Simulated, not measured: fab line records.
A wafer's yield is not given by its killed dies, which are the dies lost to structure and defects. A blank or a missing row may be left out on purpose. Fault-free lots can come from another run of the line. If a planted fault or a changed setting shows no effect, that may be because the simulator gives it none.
A struck lot beside a sound one / flow n5Finfet / 15 steps out of a route of 1938
Sound: the wafers L900.1, L900.3, L900.5. Struck: wafers L907.4, L907.5. The cause is given at the end.
At each step with rows: each side's tool, then ch and its chambers, then its first start. Under that, the readings that differ: sound wafers / struck wafers / difference of the means / sigmas: that difference in standard deviations of wafers without a fault.
alike: readings whose means differ by less than 2 such deviations, and words and numbers that are the same on both sides. not compared: withheld readings, readings that some wafer has no value for, bounds like >300 that may hide the same value, and numbers for which the record gives no deviation and whose values overlap.
The two part at a step that has a row with sigmas, a row that says differs or no value, or rows on one side only. Non-overlapping numbers with no deviation appear without sigmas and do not part them. Lack of a reading on every wafer of one side parts them only where that side has two or more wafers.

first, 2 steps without rows for these wafers: N5_STI_FIN_REVEAL_STRIP_35 (strips Si3N4 in H3PO4, target depth 4 nm, time 39 s); N5_STI_FIN_REVEAL_SRD_21 (time 30 s).
N5_STI_FIN_REVEAL_OXIDATION_33: chemistry O2 PLASMA REMOTE, time 20 s.
  sound on plasmaAsher-02 ch 0,1, day 5 01:34; struck on plasmaAsher-01 ch 0,1, day 6 18:40
  alike: drypumpMotorCurrentA, heaterPowerW, tempC
  not compared: rfHoursCounterH
then, 2 steps without rows for these wafers: N5_STI_FIN_REVEAL_CLEAN_19 (cleans in O3/DIW, time 120 s); N5_STI_FIN_REVEAL_SRD_23 (time 30 s).
N5_STI_FIN_REVEAL_CD_MEAS_22: target cd 6.238 nm, pitch 28 nm.
  sound on cdSem-02, day 5 01:43; struck on cdSem-03, day 6 18:49
  alike: cdNm
N5_STI_FIN_REVEAL_FIN_H_MEAS_10:
  sound on ocd-01, day 5 01:45; struck on ocd-01, day 6 18:51
  alike: trenchDepthNm
then, 2 steps without rows for these wafers: N5_STI_FIN_REVEAL_PRECLEAN_18 (cleans in SC2, time 45 s); N5_STI_FIN_REVEAL_SRD_28 (time 30 s).
N5_STI_FIN_REVEAL_INSPECT_13: inspects for defects (darkfield).
  sound on defectInspect-02, day 5 01:51; struck on defectInspect-01, day 6 18:56
  alike: rawDefectCount
then, 2 steps without rows for these wafers: N5_DUMMY_GATE_PRECLEAN_00 (cleans in O3/DIW, time 60 s); N5_DUMMY_GATE_SRD_01 (time 30 s).
N5_DUMMY_GATE_ALD_02: deposits SiO2, target thk 2 nm, pulse time 1 s.
  sound on aldSin-04 ch 0,2,3, day 5 03:23; struck on aldSin-04 ch 2,3, day 6 19:02
reading=model.SiO2_of_DUMMY_GATE_ALD_02.thkNm (nm); sound=2 2 2; struck=2.6 2.6; difference=+0.6; sigmas=
  alike: chamberPressureTorr, heaterPowerW, precursorPulseHeightRel
then, 1 step without rows for these wafers: N5_DUMMY_GATE_CVD_03 (deposits a-Si from SiH4, target thk 150 nm, time 8042 s).
N5_PASSIVATION_PROBE_49:
  sound wafers here have rows in the record (prober-02, day 16 07:55); struck ones have none

WHERE THEY PART
Within this record, at N5_PASSIVATION_PROBE_49 only.

WHY: what had been put in by the simulator
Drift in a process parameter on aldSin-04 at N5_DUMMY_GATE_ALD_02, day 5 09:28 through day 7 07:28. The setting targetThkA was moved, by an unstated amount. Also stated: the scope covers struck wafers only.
